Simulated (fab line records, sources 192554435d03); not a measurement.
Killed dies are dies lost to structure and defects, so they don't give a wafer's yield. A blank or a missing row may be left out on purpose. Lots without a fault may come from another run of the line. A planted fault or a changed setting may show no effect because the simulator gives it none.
Chamber matching | flow n5_finfet | N5_HKMG_FIN_ETCH_58 on rie_diel-04: 4 sister chambers
The step etches SOC in N2/H2, target depth 215.8 nm, time 741 s. 4 wafers are shown with their chamber, then 7 later ones without.

WAFERS WITH THEIR CHAMBER
wafer  | chamber | showerhead_plenum_p_Torr (Torr)
L316.3 | 1       | 2.60
L317.5 | 3       | 2.61
L320.1 | 2       | 2.50
L320.3 | 0       | 2.53

WAFERS WITHOUT THEIR CHAMBER
wafer  | showerhead_plenum_p_Torr (Torr)
L320.4 | 2.61
L321.1 | 2.50
L321.2 | 2.53
L321.3 | 2.61
L322.1 | 2.61
L322.4 | 2.59
L322.5 | 2.61

WHICH CHAMBER EACH WENT THROUGH
wafer  | from the rows above | in truth
L320.4 | 3                   | 3
L321.1 | 2                   | 2
L321.2 | 0                   | 0
L321.3 | 3                   | 3
L322.1 | 3                   | 3
L322.4 | 1                   | 1
L322.5 | 3                   | 3
Placed correctly: 7 of 7. Can't be placed from these rows: 0. Placed wrongly: 0.
How it was worked out, from the rows above alone: a wafer's distance from a chamber is the root of the sum, over the readings, of the square of ((its reading less the chamber's mean) divided by the reading's scatter). The wafer belongs to the nearest chamber; if the next one is less than 2 further off, it can't be placed. A chamber's mean is the mean of its shown wafers. The scatter: with one shown wafer a chamber, the root of the mean of the squares of how far each hidden wafer lies from its nearest shown one.
